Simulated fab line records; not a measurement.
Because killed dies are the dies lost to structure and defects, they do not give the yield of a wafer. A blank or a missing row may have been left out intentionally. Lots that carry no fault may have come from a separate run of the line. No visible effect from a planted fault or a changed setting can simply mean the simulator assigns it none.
Split-lot experiment | flow n5-finfet | route with 1938 steps; 7 lots, 39 wafers read

## SPLIT DETAILS
At N5_FIN_SAQP_ETCH_65 (etches SiO2 in CF4, target depth 4 nm, time 4.4 s), the setting time-s was moved away from the recipe's 4.4 s on 18 of the 39 wafers read, by -37.4% to +57.4%. All remaining wafers had this setting at the recipe value.

The reading is taken at the split's own step.

## THE READING
etch.depth-nm (the simulator's own value, which no gauge read), in nm, at N5_FIN_SAQP_ETCH_65 (etches SiO2 in CF4, target depth 4 nm, time 4.4 s). The file gives no usual value for it. Average 4.017 nm, standard deviation 0.039 nm, over the 21 wafers here run with the recipe.

wafer  | tool, chamber at the split | time-s as run, s | against the recipe | etch.depth-nm, nm | against lot-mates on the recipe
L076.3 | rie-si-03, 2               | 4.4              | recipe             | 3.971             | -
L076.5 | rie-si-03, 2               | 4.4              | recipe             | 3.947             | -
L076.6 | rie-si-03, 1               | 4.4              | recipe             | 4.069             | -
L077.1 | rie-si-03, 3               | 2.756            | -37.4%             | 2.501             | -1.505
L077.2 | rie-si-03, 0               | 2.756            | -37.4%             | 2.514             | -1.492
L077.3 | rie-si-03, 1               | 4.4              | recipe             | 4.034             | -
L077.4 | rie-si-03, 2               | 4.4              | recipe             | 3.967             | -
L077.5 | rie-si-03, 0               | 4.4              | recipe             | 4.018             | -
L077.6 | rie-si-03, 1               | 2.756            | -37.4%             | 2.537             | -1.469
L083.1 | rie-si-03, 2               | 3.622            | -17.7%             | 3.268             | -0.776
L083.2 | rie-si-03, 3               | 3.622            | -17.7%             | 3.301             | -0.743
L083.3 | rie-si-03, 1               | 4.4              | recipe             | 4.071             | -
L083.4 | rie-si-03, 0               | 4.4              | recipe             | 4.063             | -
L083.5 | rie-si-03, 1               | 3.622            | -17.7%             | 3.358             | -0.686
L083.6 | rie-si-03, 2               | 4.4              | recipe             | 3.999             | -
L088.1 | rie-si-06, 3               | 6.886            | +56.5%             | 6.285             | +2.286
L088.2 | rie-si-06, 2               | 6.886            | +56.5%             | 6.248             | +2.249
L088.3 | rie-si-06, 0               | 4.4              | recipe             | 3.998             | -
L088.4 | rie-si-06, 1               | 6.886            | +56.5%             | 6.225             | +2.226
L088.5 | rie-si-06, 1               | 4.4              | recipe             | 3.995             | -
L088.6 | rie-si-06, 0               | 4.4              | recipe             | 4.003             | -
L095.1 | rie-si-06, 1               | 4.4              | recipe             | 3.993             | -
L095.2 | rie-si-06, 3               | 6.358            | +44.5%             | 5.746             | +1.756
L095.3 | rie-si-06, 2               | 6.358            | +44.5%             | 5.812             | +1.822
L095.4 | rie-si-06, 0               | 4.4              | recipe             | 3.975             | -
L095.5 | rie-si-06, 0               | 6.358            | +44.5%             | 5.78              | +1.790
L095.6 | rie-si-06, 1               | 4.4              | recipe             | 4.002             | -
L096.1 | rie-si-01, 2               | 4.4              | recipe             | 4.104             | -
L096.2 | rie-si-01, 0               | 6.927            | +57.4%             | 6.394             | +2.330
L096.3 | rie-si-01, 1               | 4.4              | recipe             | 4.025             | -
L096.4 | rie-si-01, 3               | 6.927            | +57.4%             | 6.434             | +2.370
L096.5 | rie-si-01, 3               | 4.4              | recipe             | 4.063             | -
L096.6 | rie-si-01, 0               | 6.927            | +57.4%             | 6.412             | +2.348
L097.1 | rie-si-06, 2               | 5.599            | +27.2%             | 5.106             | +1.087
L097.2 | rie-si-06, 0               | 5.599            | +27.2%             | 5.101             | +1.082
L097.3 | rie-si-06, 3               | 4.4              | recipe             | 4.019             | -
L097.4 | rie-si-06, 1               | 5.599            | +27.2%             | 5.108             | +1.089
L097.5 | rie-si-06, 0               | 4.4              | recipe             | 4.016             | -
L097.6 | rie-si-06, 1               | 4.4              | recipe             | 4.023             | -

THE FIT
A straight line over all 39 wafers: etch.depth-nm changes by +0.0403 nm for each +1% of time-s; r = +1.00; the points scatter about the line by 0.043 nm.
The same after taking each lot's own level away (the mean of its wafers on the recipe; 39 wafers): +0.0403 nm for each +1%; r = +1.00; scatter 0.031 nm.
According to that fit, moving time-s by its largest amount changes the reading by 2.3 nm.
From 3.9900 to 4.0640 nm: that is the span of the lots' own levels, equal to 1.9 times the standard deviation above.
The two slopes are in agreement: the lot-to-lot level therefore moves the slope only a little.
Check: for one of the wafers moved furthest among these (+57.4%), held out of the fit, the line's prediction against its lot-mates is +2.31 nm. It came out at +2.33 nm against them.

## FURTHER SPLITS ON THESE WAFERS
These wafers also went through other splits before the reading. Each is held against what the fit with the lots' levels taken away leaves over:
other split on the same wafers       | wafers away from the commonest value | r with etch.depth-nm (lot level and that fit taken away)
N5_ZERO_LAYER_ETCH_18 target-depth-a | 12                                   | -0.08

## THE FILE'S OWN FIT
etch.depth-nm changes by +0.0403 nm for each +1% of time-s, r = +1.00.
